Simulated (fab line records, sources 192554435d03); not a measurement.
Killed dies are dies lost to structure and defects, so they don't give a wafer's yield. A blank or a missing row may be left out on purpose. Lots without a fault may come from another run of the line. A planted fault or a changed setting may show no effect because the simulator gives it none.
Split-lot experiment | flow n5_finfet | 7 lots, 39 wafers read, on a route of 1938 steps

THE SPLIT
At N5_GATE_CUT_HM_DEP_46 (deposits SiO2 from TEOS/O2, target thk 130 nm, time 26.6 s), the setting time_s was moved away from the recipe's 26.6 s on 15 of the 39 wafers read, by -14.5% to +15.0%. The other wafers ran this setting at the recipe's value.

FROM THE SPLIT TO THE READING: what the file shows between them, 9 steps
- N5_GATE_CUT_COAT_34: time 60 s, resist thk 60 nm
- N5_GATE_CUT_COAT_35: time 60 s, resist thk 10 nm
- N5_GATE_CUT_STRIP_38: strips in N2/H2
- N5_GATE_CUT_STRIP_39: strips in N2/H2
- N5_GATE_CUT_HM_OPEN_40: chemistry C4F6/O2, target SiO2, target depth 139 nm, time 85.1 s
- N5_GATE_CUT_STRIP_41: strips in CF4
- N5_GATE_CUT_STRIP_42: strips in O2
- N5_GATE_CUT_ALD_22: deposits SiNx, target thk 16 nm, pulse time 1 s, ald cycles 320
- N5_GATE_CUT_CMP_23: polishes, stops on SiO2, t overpolish 23.4 s, target thk 16 nm

THE READING
GC_FILL_THK, in nm, at N5_GATE_CUT_THK_MEAS_24. Fault-free wafers of this fab line usually give 219.7 nm, standard deviation 2.2 nm.

wafer  | tool, chamber at the split | time_s as run, s | against the recipe | GC_FILL_THK, nm | against lot-mates on the recipe
L077.1 | pecvd-01, 1                | 26.6             | recipe             | 218.0           | -
L077.2 | pecvd-01, 0                | 24.42            | -8.2%              | 206.0           | -11.6
L077.3 | pecvd-01, 1                | 24.42            | -8.2%              | 209.8           | -7.8
L077.4 | pecvd-01, 0                | 26.6             | recipe             | 217.5           | -
L077.5 | pecvd-01, 1                | 26.6             | recipe             | 217.2           | -
L077.6 | pecvd-01, 0                | 24.42            | -8.2%              | 208.2           | -9.4
L078.1 | pecvd-02, 1                | 29.58            | +11.2%             | 229.6           | +10.4
L078.2 | pecvd-02, 0                | 29.58            | +11.2%             | 231.3           | +12.1
L078.3 | pecvd-02, 2                | 26.6             | recipe             | 216.6           | -
L078.4 | pecvd-02, 1                | 29.58            | +11.2%             | 231.1           | +11.9
L078.5 | pecvd-02, 0                | 26.6             | recipe             | 219.3           | -
L078.6 | pecvd-02, 2                | 26.6             | recipe             | 221.7           | -
L081.2 | pecvd-02, 0                | 26.6             | recipe             | 221.3           | -
L081.5 | pecvd-02, 2                | 26.6             | recipe             | 222.7           | -
L081.6 | pecvd-02, 0                | 26.6             | recipe             | 221.0           | -
L086.1 | pecvd-04, 2                | 26.6             | recipe             | 216.8           | -
L086.2 | pecvd-04, 0                | 26.6             | recipe             | 219.8           | -
L086.3 | pecvd-04, 1                | 27.93            | +5.0%              | 222.7           | +5.5
L086.4 | pecvd-04, 1                | 26.6             | recipe             | 215.1           | -
L086.5 | pecvd-04, 2                | 27.93            | +5.0%              | 227.4           | +10.2
L086.6 | pecvd-04, 0                | 27.93            | +5.0%              | 229.3           | +12.1
L090.1 | pecvd-04, 0                | 30.58            | +15.0%             | 236.8           | +17.2
L090.2 | pecvd-04, 2,1              | 26.6             | recipe             | 220.1           | -
L090.3 | pecvd-04, 2,1              | 26.6             | recipe             | 219.8           | -
L090.4 | pecvd-04, 1                | 26.6             | recipe             | 218.9           | -
L090.5 | pecvd-04, 0                | 30.58            | +15.0%             | 241.0           | +21.4
L090.6 | pecvd-04, 2                | 30.58            | +15.0%             | 240.0           | +20.4
L091.1 | pecvd-04, 1                | 26.6             | recipe             | 216.4           | -
L091.2 | pecvd-04, 2                | 26.6             | recipe             | 218.2           | -
L091.3 | pecvd-04, 0                | 26.6             | recipe             | 220.7           | -
L091.4 | pecvd-04, 0                | 26.6             | recipe             | 223.4           | -
L091.5 | pecvd-04, 1                | 26.6             | recipe             | 220.7           | -
L091.6 | pecvd-04, 2                | 26.6             | recipe             | 219.5           | -
L097.1 | pecvd-02, 1                | 22.73            | -14.5%             | 201.3           | -20.9
L097.2 | pecvd-02, 0                | 22.73            | -14.5%             | 204.1           | -18.1
L097.3 | pecvd-02, 2                | 22.73            | -14.5%             | 201.8           | -20.4
L097.4 | pecvd-02, 1                | 26.6             | recipe             | 221.5           | -
L097.5 | pecvd-02, 2                | 26.6             | recipe             | 223.0           | -
L097.6 | pecvd-02, 0                | 26.6             | recipe             | 222.1           | -
Where a row lists several chambers, the file gives one row for several wafers and doesn't say which wafer went through which chamber.

THE FIT
A straight line over all 39 wafers: GC_FILL_THK changes by +1.22 nm for each +1% of time_s; r = +0.97; the points scatter about the line by 2.3 nm.
The same after taking each lot's own level away (the mean of its wafers on the recipe; 39 wafers): +1.28 nm for each +1%; r = +0.98; scatter 2.1 nm.
On that fit, the largest move of time_s shifts the reading by 19 nm.
The lots' own levels span 217.23 to 222.20 nm, that is 2.3 times the standard deviation above.
So the lot-to-lot level changes the slope little: the two slopes agree.
Check: with one of the wafers moved furthest among these (+15.0%) left out of the fit, the line predicts +19.4 nm for it against its lot-mates. It came out at +17.2 nm against them.

THE WHOLE CHAIN: every reading that the file lists as answering this split, in the file's order
step                    | what it does                                                     | reading                                                                            | change (the file's fit)                | r (the file's)
N5_GATE_CUT_HM_DEP_46   | deposits SiO2 from TEOS/O2, target thk 130 nm, time 26.6 s       | SiO2_of_GATE_CUT_HM_DEP_46.thk_nm (the simulator's own value, which no gauge read) | +1.27 nm for each +1% of the setting   | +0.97
N5_GATE_CUT_HM_OPEN_40  | chemistry C4F6/O2, target SiO2, target depth 139 nm, time 85.1 s | etch_rf_on_time_s                                                                  | withheld for each +1% of the setting   | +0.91
N5_GATE_CUT_HM_OPEN_40  | chemistry C4F6/O2, target SiO2, target depth 139 nm, time 85.1 s | etch.depth_nm (the simulator's own value, which no gauge read)                     | +1.27 nm for each +1% of the setting   | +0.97
N5_GATE_CUT_HM_OPEN_40  | chemistry C4F6/O2, target SiO2, target depth 139 nm, time 85.1 s | SOC_of_GATE_CUT_COAT_34.thk_nm (the simulator's own value, which no gauge read)    | -0.273 nm for each +1% of the setting  | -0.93
N5_GATE_CUT_THK_MEAS_24 |                                                                  | GC_FILL_THK                                                                        | +1.28 for each +1% of the setting      | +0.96
N5_GATE_CUT_CMP_43      | polishes SiO2                                                    | SiO2_of_GATE_CUT_HM_DEP_46.thk_nm (the simulator's own value, which no gauge read) | +0.0597 nm for each +1% of the setting | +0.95

THE FILE'S OWN FIT
GC_FILL_THK changes by +1.28 nm for each +1% of time_s, r = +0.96.
